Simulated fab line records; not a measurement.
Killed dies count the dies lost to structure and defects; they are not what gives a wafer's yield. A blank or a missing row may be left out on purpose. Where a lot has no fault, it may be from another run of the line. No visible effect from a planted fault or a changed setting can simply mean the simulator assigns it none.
fab line records | flow n5-finfet
[record] lots = 9 | wafers = 26 | last-day = 18
route steps=1938 shown DUMMY_GATE@249 SPACER0@259 SD_EPI_N@288 SD_EPI_P@303 SD_ACTIVATION@332 BEOL_M4@1111 PASSIVATION@1936
lots with no fault: from the same line, run without faults
start-h: start of the lot's first displayed wafer, in hours after the record's first day | wait-h: hours from the lot's prior step to this one | " identical to the entry in the row above | L1.1+2: a row that stands for several wafers | - no value present, or no start provided | * or withheld: withheld | < > ~ a bound
route shown NAME@n: a module of which the file shows steps, and the number in the route of the first | usual: mean/standard deviation taken from wafers without a fault | same: alike in all rows | chamber/n: place in a boat | sites: per-site readings | _std_site: standard deviation across them | _edge_site: outer sites' mean less inner sites' | radius-mm: for every site, how far away it sits from the centre of the wafer | mask NAME#n: copy n | behind: the last tool/chamber to shape the wafer | hold: why the lot was held/for how many hours/how that ended | device: the n, p or np transistor that did not switch | end of line: tests run on the same wafers once the route is complete | where a step has no rows: the recipe by itself | killed: dies lost to structure and defects at the first sort, not the wafer's yield | map: shows each die of a wafer: x if killed, . if not, _ if none is there
set.NAME: the setting the step ran with; set.NAME@STEP: the setting that earlier step ran with | model.NAME: the simulator's own value behind a step, which no gauge read
a sample of lots followed through the steps of the route, with each step as a table and each wafer as a row
services: the hour from which a tool's chamber was out of use, counted from the record's first day as start-h (under 0 if before that day), plus the number of hours and why
[[steps]]
[step N5_DUMMY_GATE_CD_MEAS_24]
[recipe] target-cd-nm = 15
[usual] cd-nm = 15.1/0.35
lot.wafer | tool      | chamber | start-h | wait-h | cd-nm
L523.2    | cd-sem-02 | -       | 55.07   | 0.1    | 15.1
L523.4    | "         | -       | "       | "      | 15.6
L523.5    | "         | -       | "       | "      | 15.2
L530.3    | cd-sem-02 | -       | 99.49   | 0.1    | 14.7
L530.4    | "         | -       | "       | "      | 15.4
L530.6    | "         | -       | "       | "      | 15.4
L533.2    | cd-sem-03 | -       | 114.51  | 0.1    | 15.2
L533.4    | "         | -       | "       | "      | 15.1
L533.6    | "         | -       | "       | "      | 14.8
L534.2    | cd-sem-01 | -       | 118.75  | 0.1    | 15.2
L534.3    | "         | -       | "       | "      | 15.6
L539.1    | cd-sem-03 | -       | 147.72  | 0.1    | 14.9
L539.2    | "         | -       | "       | "      | 15.0
L539.4    | "         | -       | "       | "      | 15.0
L540.2    | cd-sem-03 | -       | 155.74  | 0.1    | 15.2
L540.4    | "         | -       | "       | "      | 14.9
L540.5    | "         | -       | "       | "      | 14.9
L542.4    | cd-sem-03 | -       | 173.65  | 0.1    | 14.5
L542.5    | "         | -       | "       | "      | 15.2
L542.6    | "         | -       | "       | "      | 14.6
L543.1    | cd-sem-03 | -       | 180.48  | 0.1    | 15.1
L543.3    | "         | -       | "       | "      | 15.1
L543.6    | "         | -       | "       | "      | 15.3
L545.1    | cd-sem-02 | -       | 185.18  | 0.1    | 15.8
L545.3    | "         | -       | "       | "      | 14.4
L545.6    | "         | -       | "       | "      | 15.1
[step N5_SPACER0_ALD_00]
[recipe] material = SiOCN | target-thk-a = 35 | temp-c = 400 | ald-precursor-family = alkyl-aminosilane | ald-co-reactant = O2/N2-plasma | pulse-time-s = 3 | purge-time-s = 2 | co-reactant-purge-time-s = 2 | ald-cycles = 58 | pressure-torr = 2
[usual] heater-power-w = 827/75 | precursor-pulse-height-rel = 1.003/0.021 | susceptor-temp-C = 400.02/0.21
[same] purge-time-s = 2
lot.wafer | tool       | chamber | start-h | wait-h | heater-power-w | precursor-pulse-height-rel | susceptor-temp-C
L523.2    | ald-sin-01 | 0       | 55.73   | 0.1    | 868            | 1.027                      | 399.76
L523.4    | "          | 2       | "       | "      | 764            | 0.992                      | 399.95
L523.5    | "          | 2       | "       | "      | 779            | 1.045                      | 400.16
L530.3    | ald-sin-01 | 2       | 100.08  | 0.1    | 729            | 1.005                      | 399.44
L530.4    | "          | 3       | "       | "      | 813            | 0.991                      | 399.69
L530.6    | "          | 3       | "       | "      | 819            | 1.027                      | 399.87
L533.2    | ald-sin-03 | 0       | 114.98  | 0.1    | 856            | 1.056                      | 400.03
L533.4    | "          | 0       | "       | "      | 836            | 0.979                      | 400.12
L533.6    | "          | 3       | "       | "      | 867            | 1.008                      | 400.22
L534.2    | ald-sin-02 | 1       | 119.24  | 0.1    | 860            | 0.996                      | 400.39
L534.3    | "          | 0       | "       | "      | 768            | 0.999                      | 399.74
L539.1    | ald-sin-01 | 1       | 148.68  | 0.1    | 896            | 1.007                      | 400.03
L539.2    | "          | 2       | "       | "      | 745            | 0.997                      | 399.90
L539.4    | "          | 3       | "       | "      | 821            | 1.005                      | 399.55
L540.2    | ald-sin-02 | 1       | 156.29  | 0.1    | 852            | 1.012                      | 399.79
L540.4    | "          | 0       | "       | "      | 761            | 0.983                      | 399.78
L540.5    | "          | 3       | "       | "      | 755            | 1.005                      | 400.26
L542.4    | ald-sin-02 | 1       | 174.24  | 0.1    | 862            | 1.018                      | 400.19
L542.5    | "          | 2       | "       | "      | 1009           | 1.020                      | 400.12
L542.6    | "          | 3       | "       | "      | 752            | 1.024                      | 399.98
L543.1    | ald-sin-01 | 1       | 182.15  | 0.1    | 889            | 1.016                      | 399.79
L543.3    | "          | 2       | "       | "      | 720            | 1.012                      | 399.83
L543.6    | "          | 0       | "       | "      | 808            | 0.974                      | 399.91
L545.1    | ald-sin-02 | 0       | 186.69  | 0.1    | 783            | 1.021                      | 400.10
L545.3    | "          | 2       | "       | "      | 1018           | 1.024                      | 399.91
L545.6    | "          | 3       | "       | "      | 767            | 1.005                      | 400.25
[step N5_SD_EPI_N_EPI_21]
[recipe] material = Si:P | dopant = P | temp-c = 680 | pressure-torr = 255 | time-s = 690
[usual] epi-growth-time-s = 690/0 | susceptor-temp-C = 680.02/0.28
lot.wafer | tool         | chamber | start-h | wait-h | epi-growth-time-s | susceptor-temp-C
L523.2    | epi-rpcvd-03 | 0       | 58.74   | 0.5    | 690               | 680.47
L523.4    | "            | 0       | "       | "      | 690               | 680.37
L523.5    | "            | 0       | "       | "      | 690               | 680.14
L530.3    | epi-rpcvd-03 | 0       | 103.35  | 0.7    | 690               | 679.58
L530.4    | "            | 0       | "       | "      | 690               | 680.07
L530.6    | "            | 0       | "       | "      | 690               | 679.86
L533.2    | epi-rpcvd-03 | 0       | 117.72  | 0.4    | 539.64            | 680.12
L533.4    | "            | 0       | "       | "      | 539.64            | 680.15
L533.6    | "            | 0       | "       | "      | 690               | 680.67
L534.2    | epi-rpcvd-03 | 0       | 122.26  | 0.4    | 539.64            | 680.44
L534.3    | "            | 0       | "       | "      | 690               | 680.49
L539.1    | epi-rpcvd-03 | 0       | 151.28  | 0.1    | 690               | 679.99
L539.2    | "            | 0       | "       | "      | 539.64            | 680.04
L539.4    | "            | 0       | "       | "      | 539.64            | 680.16
L540.2    | epi-rpcvd-04 | 0       | 159.20  | 0.4    | 690               | 680.07
L540.4    | "            | 0       | "       | "      | 690               | 679.87
L540.5    | "            | 0       | "       | "      | 690               | 679.83
L542.4    | epi-rpcvd-04 | 0       | 177.99  | 1.2    | 690               | 679.62
L542.5    | "            | 0       | "       | "      | 690               | 679.45
L542.6    | "            | 0       | "       | "      | 690               | 679.92
L543.1    | epi-rpcvd-04 | 0       | 185.24  | 0.2    | 690               | 679.86
L543.3    | "            | 0       | "       | "      | 690               | 679.89
L543.6    | "            | 0       | "       | "      | 690               | 680.06
L545.1    | epi-rpcvd-04 | 0       | 189.51  | 0.1    | 690               | 679.95
L545.3    | "            | 0       | "       | "      | 690               | 680.23
L545.6    | "            | 0       | "       | "      | 690               | 680.07
[step N5_SD_EPI_N_EPI_MEAS_23]
[recipe] mode = xrd
[usual] thk-nm = 58.9/1.2
lot.wafer | tool          | chamber | start-h | wait-h | thk-nm
L523.2    | film-metro-01 | -       | 60.64   | 1.5    | 59.1
L523.4    | "             | -       | "       | "      | 60.2
L523.5    | "             | -       | "       | "      | 59.8
L530.3    | film-metro-01 | -       | 104.52  | 0.9    | 61.8
L530.4    | "             | -       | "       | "      | 61.6
L530.6    | "             | -       | "       | "      | 59.0
L533.2    | film-metro-02 | -       | 119.16  | 1.2    | 51.9
L533.4    | "             | -       | "       | "      | 50.1
L533.6    | "             | -       | "       | "      | 60.7
L534.2    | film-metro-01 | -       | 123.70  | 1.2    | 49.6
L534.3    | "             | -       | "       | "      | 58.0
L539.1    | film-metro-02 | -       | 152.99  | 1.4    | 59.2
L539.2    | "             | -       | "       | "      | 51.0
L539.4    | "             | -       | "       | "      | 50.1
L540.2    | film-metro-01 | -       | 160.64  | 1.2    | 58.3
L540.4    | "             | -       | "       | "      | 57.9
L540.5    | "             | -       | "       | "      | 58.0
L542.4    | film-metro-01 | -       | 179.16  | 0.8    | 58.7
L542.5    | "             | -       | "       | "      | 58.9
L542.6    | "             | -       | "       | "      | 57.7
L543.1    | film-metro-01 | -       | 186.96  | 1.4    | 59.0
L543.3    | "             | -       | "       | "      | 61.6
L543.6    | "             | -       | "       | "      | 59.5
L545.1    | film-metro-02 | -       | 191.22  | 1.4    | 59.7
L545.3    | "             | -       | "       | "      | 57.4
L545.6    | "             | -       | "       | "      | 60.1
[step N5_SD_EPI_P_CD_MEAS_09]
[recipe] target-cd-nm = 240 | landing-energy-ev = 500 | detector = se-inlens
[usual] cd-nm = 240.1/0.91
lot.wafer | tool      | chamber | start-h | wait-h | cd-nm
L523.2    | cd-sem-03 | 0       | 61.59   | -      | 241.0
L523.4    | "         | 0       | "       | "      | 240.8
L523.5    | "         | 0       | "       | "      | 241.7
L530.3    | cd-sem-02 | 0       | 105.60  | -      | 240.7
L530.4    | "         | 0       | "       | "      | 239.5
L530.6    | "         | 0       | "       | "      | 240.4
L533.2    | cd-sem-01 | 0       | 120.34  | -      | 240.8
L533.4    | "         | 0       | "       | "      | 240.2
L533.6    | "         | 0       | "       | "      | 240.5
L534.2    | cd-sem-03 | 0       | 125.10  | -      | 240.4
L534.3    | "         | 0       | "       | "      | 240.6
L539.1    | cd-sem-02 | 0       | 153.95  | -      | 239.6
L539.2    | "         | 0       | "       | "      | 239.6
L539.4    | "         | 0       | "       | "      | 241.3
L540.2    | cd-sem-01 | 0       | 161.59  | -      | 240.5
L540.4    | "         | 0       | "       | "      | 240.7
L540.5    | "         | 0       | "       | "      | 241.6
L542.4    | cd-sem-01 | 0       | 180.53  | -      | 239.9
L542.5    | "         | 0       | "       | "      | 239.8
L542.6    | "         | 0       | "       | "      | 240.9
L543.1    | cd-sem-02 | 0       | 188.24  | -      | 240.0
L543.3    | "         | 0       | "       | "      | 240.2
L543.6    | "         | 0       | "       | "      | 239.7
L545.1    | cd-sem-01 | 0       | 192.18  | -      | 238.9
L545.3    | "         | 0       | "       | "      | 238.4
L545.6    | "         | 0       | "       | "      | 240.2
[step N5_SD_ACTIVATION_RS_MEAS_03]
[recipe] thk-meas-gauge = four-point-probe
[usual] RS_SD_N = 22.0/0.3 | RS_SD_P = 56.1/0.75
lot.wafer | tool          | chamber | start-h | wait-h | RS_SD_N[ohm/sq] | RS_SD_P[ohm/sq]
L523.2    | film-metro-02 | -       | 65.87   | 0.2    | 21.8            | 56.8
L523.4    | "             | -       | "       | "      | 22.1            | 56.5
L523.5    | "             | -       | "       | "      | 22.3            | 56.7
L530.3    | film-metro-02 | -       | 109.90  | 0.2    | 21.7            | 56.0
L530.4    | "             | -       | "       | "      | 21.4            | 56.4
L530.6    | "             | -       | "       | "      | 21.7            | 56.4
L533.2    | film-metro-02 | -       | 124.62  | 0.2    | 25.8            | 56.2
L533.4    | "             | -       | "       | "      | 26.0            | 56.2
L533.6    | "             | -       | "       | "      | 21.8            | 56.7
L534.2    | film-metro-02 | -       | 129.78  | 0.2    | 25.9            | 56.3
L534.3    | "             | -       | "       | "      | 22.7            | 56.4
L539.1    | film-metro-01 | -       | 159.41  | 0.2    | 21.9            | 56.8
L539.2    | "             | -       | "       | "      | 25.7            | 56.4
L539.4    | "             | -       | "       | "      | 25.6            | 56.5
L540.2    | film-metro-01 | -       | 166.02  | 0.2    | 22.7            | 56.1
L540.4    | "             | -       | "       | "      | 22.6            | 57.4
L540.5    | "             | -       | "       | "      | 22.4            | 57.6
L542.4    | film-metro-02 | -       | 185.00  | 0.1    | 22.3            | 57.1
L542.5    | "             | -       | "       | "      | 22.5            | 56.8
L542.6    | "             | -       | "       | "      | 22.1            | 57.1
L543.1    | film-metro-02 | -       | 192.49  | 0.2    | 21.8            | 55.6
L543.3    | "             | -       | "       | "      | 21.8            | 55.6
L543.6    | "             | -       | "       | "      | 22.1            | 55.4
L545.1    | film-metro-02 | -       | 196.43  | 0.2    | 21.6            | 55.2
L545.3    | "             | -       | "       | "      | 21.9            | 55.8
L545.6    | "             | -       | "       | "      | 21.7            | 55.3
[step N5_BEOL_M4_RC_MEAS_101]
[usual] DIBL_N = 36.1/1.6 | DIBL_P = 35.7/1.8 | IOFF_N = 0.159/0.027 | IOFF_P = 0.21/0.03 | ION_N = 673/10 | ION_P = 462/7.4 | REXT_N = 74.7/1.6 | RS_SD_N = 28.5/0.35 | SS_N = 71.4/0.56 | SS_P = 73.2/0.61 | VT_N = 249.7/3 | VT_P = -250/3.1
lot.wafer | tool      | chamber | start-h | wait-h | DIBL_N[mV/V] | DIBL_P[mV/V] | IOFF_N[nA/um] | IOFF_P[nA/um] | ION_N[uA/um] | ION_P[uA/um] | REXT_N[ohm.um] | RS_SD_N[ohm/sq] | SS_N[mV/dec] | SS_P[mV/dec] | VT_N[mV] | VT_P[mV]
L523.2    | prober-01 | 0       | 171.56  | 0.2    | 37.4         | 38.9         | 0.206         | 0.25          | 692          | 463          | 78.7           | 28.7            | 72.8         | 74.3         | 244.1    | -251
L523.4    | "         | 0       | "       | "      | 34.4         | 35.6         | 0.145         | 0.19          | 676          | 462          | 78.5           | 28.6            | 71.5         | 73.1         | 248.1    | -254
L523.5    | "         | 0       | "       | "      | 35.2         | 35.5         | 0.154         | 0.19          | 664          | 451          | 78.2           | 28.8            | 71.9         | 72.6         | 248.0    | -255
L530.3    | prober-01 | 0       | 210.14  | 0.3    | 35.6         | 34.9         | 0.137         | 0.18          | 654          | 451          | 74.4           | 28.1            | 71.5         | 72.7         | 255.4    | -251
L530.4    | "         | 0       | "       | "      | 36.1         | 36.6         | 0.155         | 0.22          | 670          | 462          | 75.4           | 27.7            | 70.7         | 72.8         | 249.0    | -249
L530.6    | "         | 0       | "       | "      | 34.8         | 35.5         | 0.139         | 0.20          | 670          | 466          | 75.4           | 28.2            | 70.8         | 73.3         | 249.9    | -250
L533.2    | prober-02 | 0       | 233.49  | 0.2    | 36.0         | 36.0         | 0.154         | 0.20          | 674          | 463          | 82.7           | 33.4            | 71.0         | 73.1         | 248.3    | -251
L533.4    | "         | 0       | "       | "      | 35.5         | 35.4         | 0.144         | 0.19          | 664          | 459          | 82.2           | 33.6            | 71.8         | 72.8         | 251.2    | -251
L533.6    | "         | 0       | "       | "      | 37.0         | 37.4         | 0.190         | 0.23          | 678          | 464          | 75.8           | 28.1            | 71.6         | 73.9         | 246.2    | -249
L534.2    | prober-01 | 0       | 237.56  | 0.2    | 38.1         | 36.7         | 0.165         | 0.22          | 666          | 463          | 77.7           | 33.5            | 71.9         | 74.3         | 250.6    | -248
L534.3    | "         | 0       | "       | "      | 36.6         | 34.5         | 0.151         | 0.19          | 654          | 450          | 74.8           | 29.3            | 71.3         | 73.6         | 253.6    | -251
L539.1    | prober-02 | 0       | 276.55  | 0.0    | 35.1         | 36.0         | 0.152         | 0.20          | 684          | 468          | 76.0           | 28.6            | 71.3         | 72.8         | 249.8    | -252
L539.2    | "         | 0       | "       | "      | 38.5         | 38.5         | 0.236         | 0.25          | 678          | 466          | 80.8           | 33.1            | 72.4         | 73.2         | 243.5    | -249
L539.4    | "         | 0       | "       | "      | 35.8         | 36.5         | 0.167         | 0.20          | 675          | 461          | 80.8           | 33.3            | 72.0         | 72.8         | 247.4    | -249
L540.2    | prober-01 | 0       | 281.48  | 0.2    | 35.4         | 35.2         | 0.131         | 0.18          | 675          | 462          | 76.3           | 29.1            | 70.7         | 72.7         | 249.4    | -251
L540.4    | "         | 0       | "       | "      | 38.7         | 38.5         | 0.195         | 0.23          | 679          | 463          | 77.0           | 29.1            | 71.5         | 74.0         | 246.7    | -249
L540.5    | "         | 0       | "       | "      | 39.3         | 38.7         | 0.200         | 0.23          | 686          | 466          | 76.5           | 29.3            | 71.9         | 74.1         | 248.2    | -246
L542.4    | prober-01 | 0       | 305.14  | 0.5    | 34.9         | 34.5         | 0.122         | 0.17          | 666          | 455          | 74.3           | 29.1            | 71.1         | 73.3         | 253.6    | -252
L542.5    | "         | 0       | "       | "      | 35.7         | 36.9         | 0.148         | 0.21          | 683          | 467          | 75.5           | 28.9            | 70.8         | 73.6         | 250.6    | -250
L542.6    | "         | 0       | "       | "      | 36.4         | 37.7         | 0.163         | 0.21          | 683          | 465          | 73.7           | 28.9            | 71.6         | 73.8         | 250.1    | -251
L543.1    | prober-01 | 0       | 309.25  | 0.0    | 37.1         | 36.8         | 0.195         | 0.23          | 678          | 461          | 75.3           | 28.4            | 71.9         | 72.9         | 247.2    | -250
L543.3    | "         | 0       | "       | "      | 35.3         | 34.9         | 0.147         | 0.19          | 672          | 457          | 75.2           | 28.2            | 71.5         | 72.3         | 251.9    | -253
L543.6    | "         | 0       | "       | "      | 36.2         | 36.0         | 0.178         | 0.22          | 677          | 463          | 75.1           | 28.5            | 72.2         | 72.4         | 249.4    | -250
L545.1    | prober-02 | 0       | 328.91  | 0.0    | 34.9         | 33.0         | 0.124         | 0.19          | 667          | 465          | 74.1           | 28.4            | 70.6         | 72.9         | 250.1    | -249
L545.3    | "         | 0       | "       | "      | 40.0         | 39.2         | 0.210         | 0.30          | 684          | 473          | 73.5           | 28.6            | 71.4         | 75.1         | 246.3    | -246
L545.6    | "         | 0       | "       | "      | 37.2         | 35.1         | 0.147         | 0.23          | 675          | 478          | 74.1           | 28.1            | 70.6         | 73.6         | 249.8    | -248
[step N5_PASSIVATION_PROBE_49]
[usual] defect-limited-yield = 91.0/1.3 | killed_at_M0_to_M3 = 33/10 | killed_at_M4_up = 14/5.6 | killed-at-contacts = 12/5.8 | killed-at-front-end = 43/11 | killed-at-other = 4.1/2.8 | killed-dies = 106/15 | killed-open = 70/12 | killed-short = 34/7.5 | sort_bin_4_leakage = 0.00/0.0099 | sort_bin_5_function = 5.3/0.88 | sort_bin_6_memory = 3.3/0.64 | sort_bin_8_speed = 0.00/0.016 | sort-n-pass = 1074/15 | sort-yield-pct = 91.0/1.3
[same] gross-dies = 1180 | killed-at-back-side = 0
lot.wafer | tool      | chamber | start-h | wait-h | defect-limited-yield[%] | killed_at_M0_to_M3 | killed_at_M4_up | killed-at-contacts | killed-at-front-end | killed-at-other | killed-dies | killed-open | killed-short | sort_bin_4_leakage[%] | sort_bin_5_function[%] | sort_bin_6_memory[%] | sort_bin_8_speed[%] | sort-n-pass | sort-yield-pct[%]
L543.1    | prober-02 | -       | 416.18  | 0.0    | 91.2                    | 22                 | 26              | 12                 | 35                  | 9               | 104         | 70          | 33           | 0                     | 4.9                    | 3.6                  | 0                   | 1076        | 91.2
L543.3    | prober-02 | -       | 416.28  | 0.1    | 89.5                    | 21                 | 26              | 20                 | 49                  | 8               | 124         | 82          | 42           | 0                     | 6.6                    | 3.6                  | 0                   | 1056        | 89.5
L543.6    | prober-02 | -       | 416.43  | 0.3    | 93.5                    | 31                 | 8               | 8                  | 25                  | 5               | 77          | 45          | 31           | 0                     | 3.6                    | 2.5                  | 0                   | 1103        | 93.5
// killed by level:class
L543.1 BEOL_M4:geometric-particle:open=12 MOL_CONTACT_COAG:geometric-particle:open=10 BEOL_M0_SAQP:geometric-particle:open=7 BEOL_M2:geometric-particle:open=7 FIN_SAQP:geometric-particle:short=6 FIN_SAQP:geometric-particle:open=6 STI_FIN_REVEAL:geometric-particle:open=5 BEOL_M4:geometric-particle:short=5
L543.3 MOL_CONTACT_COAG:geometric-particle:open=18 FIN_SAQP:geometric-particle:open=11 STI_FIN_REVEAL:geometric-particle:open=11 FIN_SAQP:geometric-particle:short=8 BEOL_M4:geometric-particle:open=8 BEOL_M2:geometric-particle:open=7 GATE_CUT:geometric-particle:short=6 DUMMY_GATE:geometric-particle:open=5
L543.6 BEOL_M0_SAQP:geometric-particle:open=11 BEOL_M0_SAQP:geometric-particle:short=9 MOL_CONTACT_COAG:geometric-particle:open=6 FIN_SAQP:geometric-particle:short=4 STI_FIN_REVEAL:geometric-particle:short=4 BEOL_M3:geometric-particle:open=4 STI_FIN_REVEAL:geometric-particle:open=3 DUMMY_GATE:geometric-particle:open=3
[[services]]
tool         | chamber | start-h | hours | kind
epi-rpcvd-04 | -       | 42.98   | 2.8   | pm
ald-sin-02   | -       | 43.57   | 0.6   | repair
ald-sin-01   | -       | 43.69   | 1.5   | repair
ald-sin-01   | 1       | 50.15   | 4.0   | repair
ald-sin-01   | -       | 85.86   | 14.0  | pm
ald-sin-01   | 0       | 85.86   | 14.0  | vent-cycle
ald-sin-01   | 1       | 85.86   | 14.0  | vent-cycle
ald-sin-01   | 2       | 85.86   | 14.0  | vent-cycle
ald-sin-01   | 3       | 85.86   | 14.0  | vent-cycle
ald-sin-01   | 0       | 99.86   | -     | clean
ald-sin-01   | 1       | 99.86   | -     | clean
ald-sin-01   | 2       | 99.86   | -     | clean
ald-sin-01   | 3       | 99.86   | -     | clean
ald-sin-03   | 1       | 114.06  | 7.8   | repair
ald-sin-02   | -       | 144.29  | 6.0   | pm
epi-rpcvd-04 | -       | 161.48  | 6.0   | pm
ald-sin-03   | -       | 162.30  | 6.1   | pm
epi-rpcvd-03 | -       | 170.81  | 6.0   | pm
ald-sin-02   | 0       | 173.72  | 1.7   | repair
ald-sin-03   | -       | 177.94  | 14.0  | pm
ald-sin-03   | 0       | 177.94  | 14.0  | vent-cycle
ald-sin-03   | 1       | 177.94  | 14.0  | vent-cycle
ald-sin-01   | 1       | 184.53  | 5.7   | repair
ald-sin-02   | 3       | 187.52  | 4.0   | repair
[[key]]
[first-sign] step = N5_SD_EPI_N_EPI_21 | reading = epi-growth-time-s | direction = down | sigmas = 99+ | usual = * | struck = *
[effect] step = N5_SD_EPI_N_EPI_MEAS_23 | reading = thk-nm | direction = down | sigmas = 6.8 | usual = * | struck = *
[effect] step = N5_SD_ACTIVATION_RS_MEAS_03 | reading = RS_SD_N | direction = up | sigmas = 13 | usual = 22.0 | struck = 25.8
[effect] step = N5_BEOL_M4_RC_MEAS_101 | reading = RS_SD_N | direction = up | sigmas = 14 | usual = 28.5 | struck = 33.4
[effect] step = N5_BEOL_M4_RC_MEAS_101 | reading = REXT_N | direction = up | sigmas = 3.8 | usual = 74.7 | struck = 80.8
met-at N5_SD_EPI_N_EPI_21
struck-lots L533,L534,L539
struck-wafers L533.2,L533.4,L534.2,L539.2,L539.4
not-acting-at N5_DUMMY_GATE_CD_MEAS_24,N5_SPACER0_ALD_00,N5_SD_EPI_P_CD_MEAS_09
onset-between 103.35 117.72
[fault] kind = process-parameter-drift | tool = epi-rpcvd-03 | chamber = - | onset-h = 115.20 | steps = N5_SD_EPI_N_EPI_21 | channel = epi-growth-time-s | offset = * | shape = step | end-h = 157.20 | scope = struck-wafers-only | stated = *
